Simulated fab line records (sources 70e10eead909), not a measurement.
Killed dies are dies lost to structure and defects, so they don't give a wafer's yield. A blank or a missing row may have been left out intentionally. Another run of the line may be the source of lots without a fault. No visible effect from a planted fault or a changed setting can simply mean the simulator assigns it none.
Tool commonality check :: flow nand harc :: 11 lots, 33 wafers sampled

== WHAT PROMPTED THE OPENING ==
At NHARC_END_SORT_01 the reading killed at array is flagged on 3 of 11 lots. Fault-free wafers read 26, with a standard deviation of 9.6.
Rule: a lot gets a flag if all its wafers with a number sit over 4 standard deviations from that mean, or if no wafer of it has a number. All remaining lots are regarded as sound.

lot: L358
measured: day 19 19:57
on: prober-02
killed at array, wafer by wafer: 23 25 24
flag: 

lot: L360
measured: day 20 12:20
on: prober-01
killed at array, wafer by wafer: 12 7 17
flag: 

lot: L361
measured: day 20 23:23
on: prober-01
killed at array, wafer by wafer: 37 27 38
flag: 

lot: L369
measured: day 22 18:03
on: prober-02
killed at array, wafer by wafer: 676 676 672
flag: FLAGGED

lot: L370
measured: day 23 08:05
on: prober-01
killed at array, wafer by wafer: 670 668 672
flag: FLAGGED

lot: L372
measured: day 23 16:43
on: prober-01
killed at array, wafer by wafer: 658 664 666
flag: FLAGGED

lot: L373
measured: day 24 00:26
on: prober-02
killed at array, wafer by wafer: 22 18 19
flag: 

lot: L377
measured: day 24 00:30
on: prober-01
killed at array, wafer by wafer: 26 24 27
flag: 

lot: L375
measured: day 24 10:29
on: prober-01
killed at array, wafer by wafer: 43 42 55
flag: 

lot: L374
measured: day 24 17:32
on: prober-01
killed at array, wafer by wafer: 25 30 28
flag: 

lot: L378
measured: day 24 23:13
on: prober-02
killed at array, wafer by wafer: 38 31 28
flag: 
Average over the flagged lots: 669; offset from the usual +643, equal to +67 standard deviations.

== EACH LOT AND THE TOOL IT RAN ON ==
Before the reading, the record contains 4 process steps out of a 1159-step route. Each cell gives the tool, then ch followed by the chambers the sampled wafers passed through, then the start.
lot: L358
flag: 
NHARC_A_CONTACT_ETCH_89: rie diel-01 ch 1,2,3, day 17 11:19 or earlier
NHARC_A_CONTACT_ETCH_136: har cap etch-01 ch 0,1, day 17 11:19
NHARC_A_CONTACT_ETCH_110: rie diel-01 ch 0,1,3, day 17 13:19
NHARC_A_BLC_ETCH_18: rie diel-12 ch 1,2, day 17 16:45

lot: L360
flag: 
NHARC_A_CONTACT_ETCH_89: rie diel-07 ch 0,1,2, day 17 21:57 or earlier
NHARC_A_CONTACT_ETCH_136: har cap etch-01 ch 0,1, day 17 21:57
NHARC_A_CONTACT_ETCH_110: rie diel-02 ch 1,2,3, day 17 23:50
NHARC_A_BLC_ETCH_18: rie diel-06 ch 0,1, day 18 06:10

lot: L361
flag: 
NHARC_A_CONTACT_ETCH_89: rie diel-01 ch 0,1, day 18 13:05 or earlier
NHARC_A_CONTACT_ETCH_136: har cap etch-02 ch 0,1, day 18 13:05
NHARC_A_CONTACT_ETCH_110: rie diel-02 ch 0,2, day 18 14:30
NHARC_A_BLC_ETCH_18: rie diel-12 ch 0,1,3, day 18 22:06

lot: L369
flag: FLAGGED
NHARC_A_CONTACT_ETCH_89: rie diel-01 ch 0,1,2, day 20 10:01 or earlier
NHARC_A_CONTACT_ETCH_136: har cap etch-01 ch 0,1, day 20 10:01
NHARC_A_CONTACT_ETCH_110: rie diel-01 ch 0,1,2, day 20 11:17
NHARC_A_BLC_ETCH_18: rie diel-12 ch 0,1,3, day 20 14:44

lot: L370
flag: FLAGGED
NHARC_A_CONTACT_ETCH_89: rie diel-07 ch 0,1, day 20 19:40 or earlier
NHARC_A_CONTACT_ETCH_136: har cap etch-03 ch 0,1, day 20 19:40
NHARC_A_CONTACT_ETCH_110: rie diel-02 ch 0,2,3, day 20 21:04
NHARC_A_BLC_ETCH_18: rie diel-05 ch 1,2,3, day 21 00:40

lot: L372
flag: FLAGGED
NHARC_A_CONTACT_ETCH_89: rie diel-01 ch 0,2,3, day 20 20:36 or earlier
NHARC_A_CONTACT_ETCH_136: har cap etch-01 ch 0,1, day 20 20:36
NHARC_A_CONTACT_ETCH_110: rie diel-02 ch 0,2,3, day 20 21:54
NHARC_A_BLC_ETCH_18: rie diel-05 ch 0,2,3, day 21 09:42

lot: L373
flag: 
NHARC_A_CONTACT_ETCH_89: rie diel-07 ch 1,2,3, day 21 14:16 or earlier
NHARC_A_CONTACT_ETCH_136: har cap etch-03 ch 0, day 21 14:16
NHARC_A_CONTACT_ETCH_110: rie diel-07 ch 0,1, day 21 16:11
NHARC_A_BLC_ETCH_18: rie diel-12 ch 0,1,3, day 22 02:55

lot: L377
flag: 
NHARC_A_CONTACT_ETCH_89: rie diel-07 ch 1,2,3, day 21 22:07 or earlier
NHARC_A_CONTACT_ETCH_136: har cap etch-03 ch 0,1, day 21 22:07
NHARC_A_CONTACT_ETCH_110: rie diel-01 ch 0,2,3, day 21 23:35
NHARC_A_BLC_ETCH_18: rie diel-05 ch 0,2,3, day 22 06:26

lot: L375
flag: 
NHARC_A_CONTACT_ETCH_89: rie diel-07 ch 0,1,3, day 22 06:54 or earlier
NHARC_A_CONTACT_ETCH_136: har cap etch-03 ch 0,1, day 22 06:54
NHARC_A_CONTACT_ETCH_110: rie diel-01 ch 1,3, day 22 08:31
NHARC_A_BLC_ETCH_18: rie diel-05 ch 0,1, day 22 12:01

lot: L374
flag: 
NHARC_A_CONTACT_ETCH_89: rie diel-01 ch 0,3, day 22 09:17 or earlier
NHARC_A_CONTACT_ETCH_136: har cap etch-03 ch 0, day 22 09:17
NHARC_A_CONTACT_ETCH_110: rie diel-07 ch 2,3, day 22 11:17
NHARC_A_BLC_ETCH_18: rie diel-12 ch 2,3, day 22 18:24

lot: L378
flag: 
NHARC_A_CONTACT_ETCH_89: rie diel-01 ch 0,1,2, day 22 18:35 or earlier
NHARC_A_CONTACT_ETCH_136: har cap etch-01 ch 1, day 22 18:35
NHARC_A_CONTACT_ETCH_110: rie diel-07 ch 0,1,2, day 22 19:55
NHARC_A_BLC_ETCH_18: rie diel-05 ch 2,3, day 23 02:40
What these steps do:
- NHARC_A_CONTACT_ETCH_89: etches the open film in N2/H2, target depth 260 nm, time 475.3 s.
- NHARC_A_CONTACT_ETCH_136: etches the open film in C4F8/O2/Ar, time 132 s, target depth 1287 nm.
- NHARC_A_CONTACT_ETCH_110: etches the open film in CF4/O2, target depth 50 nm, overetch 5 nm, time 27.5 s.
- NHARC_A_BLC_ETCH_18: etches the open film in C4F8/O2/Ar, target depth 910 nm.
- NHARC_END_SORT_01

== FLAGGED OVER TOTAL, TOOL BY TOOL (the gauges that took the reading come last) ==
step: NHARC_A_CONTACT_ETCH_89
tool: rie diel-01
lots run: 6
flagged: 2
share of the flagged lots: some
sound lots run after its first flagged lot: 2 (L374,L378)

step: NHARC_A_CONTACT_ETCH_89
tool: rie diel-07
lots run: 5
flagged: 1
share of the flagged lots: some
sound lots run after its first flagged lot: 3 (L373,L377,L375)

step: NHARC_A_CONTACT_ETCH_136
tool: har cap etch-01
lots run: 5
flagged: 2
share of the flagged lots: some
sound lots run after its first flagged lot: 1 (L378)

step: NHARC_A_CONTACT_ETCH_136
tool: har cap etch-02
lots run: 1
flagged: 0
share of the flagged lots: none
sound lots run after its first flagged lot: -

step: NHARC_A_CONTACT_ETCH_136
tool: har cap etch-03
lots run: 5
flagged: 1
share of the flagged lots: some
sound lots run after its first flagged lot: 4 (L373,L377,L375,L374)

step: NHARC_A_CONTACT_ETCH_110
tool: rie diel-01
lots run: 4
flagged: 1
share of the flagged lots: some
sound lots run after its first flagged lot: 2 (L377,L375)

step: NHARC_A_CONTACT_ETCH_110
tool: rie diel-02
lots run: 4
flagged: 2
share of the flagged lots: some
sound lots run after its first flagged lot: 0

step: NHARC_A_CONTACT_ETCH_110
tool: rie diel-07
lots run: 3
flagged: 0
share of the flagged lots: none
sound lots run after its first flagged lot: -

step: NHARC_A_BLC_ETCH_18
tool: rie diel-05
lots run: 5
flagged: 2
share of the flagged lots: some
sound lots run after its first flagged lot: 3 (L377,L375,L378)

step: NHARC_A_BLC_ETCH_18
tool: rie diel-06
lots run: 1
flagged: 0
share of the flagged lots: none
sound lots run after its first flagged lot: -

step: NHARC_A_BLC_ETCH_18
tool: rie diel-12
lots run: 5
flagged: 1
share of the flagged lots: some
sound lots run after its first flagged lot: 2 (L373,L374)

step: NHARC_END_SORT_01
tool: prober-01
lots run: 7
flagged: 2
share of the flagged lots: some
sound lots run after its first flagged lot: 3 (L377,L375,L374)

step: NHARC_END_SORT_01
tool: prober-02
lots run: 4
flagged: 1
share of the flagged lots: some
sound lots run after its first flagged lot: 2 (L373,L378)
Because NHARC_A_CONTACT_ETCH_89 lacks a start for some lots, the hours and order of its lots are taken from NHARC_A_CONTACT_ETCH_136.

== THE TABLE: WHAT IT ALLOWS ==
No row of the table ran every flagged lot.

== WHAT THE SIMULATOR HAD PUT IN ==
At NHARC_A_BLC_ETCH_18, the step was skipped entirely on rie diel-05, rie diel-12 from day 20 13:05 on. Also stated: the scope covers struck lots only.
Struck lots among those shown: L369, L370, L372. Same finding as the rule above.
